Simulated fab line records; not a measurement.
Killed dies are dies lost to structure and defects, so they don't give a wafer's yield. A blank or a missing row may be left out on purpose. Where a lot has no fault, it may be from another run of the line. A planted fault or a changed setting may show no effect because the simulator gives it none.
A lot that was struck, set against a sound lot :: flow nand_harc :: 15 steps out of a route of 1159
Sound: these wafers, L870.2, L870.3, L870.4. The struck wafers were L867.1, L867.2, L867.5. The cause is given at the end.
Order at every step that has rows: each side's tool, ch and its chambers, its first start. Under that, the readings that differ: sound wafers :: struck wafers :: difference of the means :: sigmas: that difference in standard deviations of wafers without a fault.
alike: readings whose means differ by less than 2 such deviations, and words and numbers that are the same on both sides. not compared: withheld readings, readings that some wafer has no value for, bounds like >300 that may hide the same value, and numbers for which the record gives no deviation and whose values overlap.
The two part at a step that has a row with sigmas, a row that says differs or no value, or rows on one side only. Numbers that have no deviation but don't overlap get no sigmas and don't part them. A reading missing from all wafers of one side parts the sides only when that side holds two or more wafers.

first, 5 steps without rows for these wafers: NHARC_P_M0_SOFTBAKE_04 (time 55 s); NHARC_P_M0_EBR_05; NHARC_P_M0_EXPOSE_06 (exposes mask P M0, target cd 90 nm); NHARC_P_M0_PEB_07 (peb time 65 s); NHARC_P_M0_DEVELOP_08 (develop time 35 s).
NHARC_P_M0_CD_MEAS_09: the cd target is 90 nm.
  sound on cd_sem-02 ch 0, day 10 18:24; struck on cd_sem-01 ch 0, day 9 11:54
  alike: cd_nm
NHARC_P_M0_OVL_MEAS_10: pitch 180 nm.
  sound on overlay-01, day 10 18:29; struck on overlay-02, day 9 11:59
reading: overlay_x_nm (nm)
sound: 0.5 0.7 1.2
struck: -1.0 -0.9 -1.4
difference: -1.9
sigmas: -2
  alike: overlay_y_nm
NHARC_P_M0_INSPECT_11:
  sound on defect_inspect-01, day 10 18:32; struck on defect_inspect-01, day 9 12:01
  alike: raw_defect_count
NHARC_P_M0_DESCUM_14: chemistry O2, time 3 s.
  sound on rie_diel-11 ch 1,2,3, day 10 18:36; struck on rie_diel-11 ch 2,3, day 9 12:05
  alike: drypump_motor_current_A, oes_product_au, rf_vpp_V, showerhead_plenum_p_Torr, throttle_valve_pct
  not compared: rf_hours_counter_h
NHARC_P_M0_ETCH_34: etches the open film in N2/H2, target depth 40 nm, overetch 12 nm, time 43.94 s.
  sound on rie_diel-11 ch 0,2,3, day 10 18:42; struck on rie_diel-11 ch 0,1, day 9 12:10
  alike: drypump_motor_current_A, oes_product_au, rf_vpp_V, showerhead_plenum_p_Torr, throttle_valve_pct
  not compared: rf_hours_counter_h
NHARC_P_M0_ETCH_15: etches the open film in C4F8/Ar, target depth 150 nm, overetch 15 nm, time 82.5 s.
  sound: rie_diel-11 ch 0,2,3; struck: rie_diel-11 ch 0,1,2
  alike: oes_product_au, rf_vpp_V
  not compared: rf_hours_counter_h
NHARC_P_M0_CD_MEAS_16:
  sound on cd_sem-03, day 10 18:55; struck on cd_sem-03, day 9 12:23
  alike: cd_nm
NHARC_P_M0_STRIP_18: strips in N2/H2.
  sound on rie_diel-04 ch 0,1,2, day 10 18:59; struck on rie_diel-04 ch 2,3, day 9 12:28
  no value came back on the struck wafers for any of 8 readings (bias_w (W), chamber_pressure_mTorr (mTorr) and others); on the sound wafers bias_w (W) reads 0 0 0
then, 1 step without rows for these wafers: NHARC_P_M0_STRIP_19 (strips in post etch residue remover, time 600 s).
-- break in the record here, with 14 days between the starts of the struck wafers on either side (left off in module P_M0, picked up again in module END, where the first step shown is number 1159 on the route) --
NHARC_END_SORT_01:
  sound on prober-02 ch 0, day 24 13:43; struck on prober-01 ch 0, day 23 05:51
reading: defect_limited_yield (%)
sound: 93.8 94.1 93.8
struck: 5.0 4.6 4.3
difference: -89.3
sigmas: -53

reading: killed_at_periphery
sound: 4 8 2
struck: 612 615 613
difference: +609
sigmas: +99 or more

reading: killed_dies
sound: 42 40 42
struck: 643 646 648
difference: +604
sigmas: +50

reading: sort_bin_2_pct (%)
sound: 1.9 2.1 2.5
struck: 91.0 91.9 92.3
difference: +89.6
sigmas: +99 or more

reading: sort_n_pass
sound: 635 637 635
struck: 34 31 29
difference: -604
sigmas: -50

reading: sort_rim_yield_pct (%)
sound: 99.1 98.1 96.2
struck: 15.1 0 11.3
difference: -89.0
sigmas: -59

reading: sort_yield_pct (%)
sound: 93.8 94.1 93.8
struck: 5.0 4.6 4.3
difference: -89.3
sigmas: -53
  alike: killed_at_array, killed_at_other, killed_open, killed_short, sort_bin_3_pct, sort_bin_4_pct

## WHERE THEY PART
Last at NHARC_END_SORT_01 as far as this record goes, first at NHARC_P_M0_OVL_MEAS_10.

WHY: the cause the simulator had injected
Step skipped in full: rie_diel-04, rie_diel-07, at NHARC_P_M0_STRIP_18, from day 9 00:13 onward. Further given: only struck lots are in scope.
